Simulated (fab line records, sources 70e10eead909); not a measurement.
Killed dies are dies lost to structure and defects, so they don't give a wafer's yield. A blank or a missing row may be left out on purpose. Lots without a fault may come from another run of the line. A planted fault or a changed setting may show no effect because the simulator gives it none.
Problem report in the 8D (eight disciplines) form, filled by code | flow nand_harc | the parts of the form that need people (team, actions taken, sign-off) are left out

1. THE PROBLEM
thk_nm at NHARC_A_ONON_D2_THK_MEAS_21 reads a mean of 1860 nm on 4 wafers of 2 lots; wafers without a fault read 1002 nm with a standard deviation of 9.7. That is +88 standard deviations from the usual mean.
The step: measures by ellipsometry.
First seen on wafer L322.1, day 18 21:22, on film_metro-02. The record holds 39 wafers of 13 lots with a number at this step. Rule for "out", or "out of limits": more than 4 standard deviations from the usual mean. The other wafers with a number count as sound.

2. WHAT IT IS AND WHAT IT IS NOT
question                    | is                             | is not
which readings at this step | thk_nm                         | -
which lots                  | L322, L324                     | L308, L309, L310, L311, L313, L325, L326, L327, L329, L330, L331
which wafers of those lots  | L322.1, L322.3, L324.2, L324.3 | L322.4, L324.6
read on which gauges        | film_metro-01, film_metro-02   | -
when                        | from day 18 21:22              | up to then (16 sound wafers); but 19 sound wafers of L324, L325, L326, L327, L329, L330, L331 came after

3. SUSPECTS, AND WHAT RULES EACH OUT
Counting: a tool at a process step up to the reading stays a suspect if it ran every lot that is out. Sound lots after the first of them don't rule it out here, since some wafers of a struck lot are sound.
- the gauge at NHARC_A_ONON_D2_THK_MEAS_21: ruled out. The wafers that are out were read on 2 gauges (film_metro-01, film_metro-02).
- pecvd_onon-03 at NHARC_A_ONON_D2_DEP_19 (target thk 1000 nm): kept. It ran every lot that is out, first L322 (day 18 20:50); its last sound lot up to then is L313 (day 15 02:16).
Left after counting: pecvd_onon-03 at NHARC_A_ONON_D2_DEP_19.

4. THE CAUSE (what the simulator had put in)
Process parameter drift: pecvd_onon-03, from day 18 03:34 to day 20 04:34, at NHARC_A_ONON_D2_DEP_19. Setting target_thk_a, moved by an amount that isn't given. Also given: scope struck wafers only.
Counting left only this tool.

5. THE CHAIN OF EFFECTS, in route order
Each row: a reading whose mean over the struck wafers that have a number lies more than 3 standard deviations from the usual. Only readings for which the record gives a usual standard deviation are gone through. hours: the time from each lot's start at the first step in this table that gives one to its start at this step, as a median over the lots. sigmas: the change in usual standard deviations.
hours | step                        | reading         | usual   | on struck wafers | change | sigmas
0     | NHARC_A_ONON_D2_THK_MEAS_21 | thk_nm          | 1002 nm | 1860             | +858   | +88
279   | NHARC_END_SORT_01           | killed_at_array | 59      | 669              | +610   | +30
279   | NHARC_END_SORT_01           | killed_dies     | 64      | 677              | +613   | +29
Later measuring or inspecting steps at which every struck wafer that the step has a row for has a number for every such reading, and none has moved that far: NHARC_A_ONON_D2_INSPECT_32.

6. WHAT WOULD HAVE CAUGHT IT SOONER
In this record the first reading out of limits at a measuring or inspecting step was taken at day 18 21:22, 18 hours after the fault began at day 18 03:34.
Of the tool readings at NHARC_A_ONON_D2_DEP_19 for which the record gives a usual standard deviation, none was out on any struck wafer, so an alarm limit of 4 standard deviations on them would not have fired.
Of the lots that are out (2), L324 began NHARC_A_ONON_D2_DEP_19 on pecvd_onon-03 after day 18 21:22. A hold on the tool at that time would have spared it.
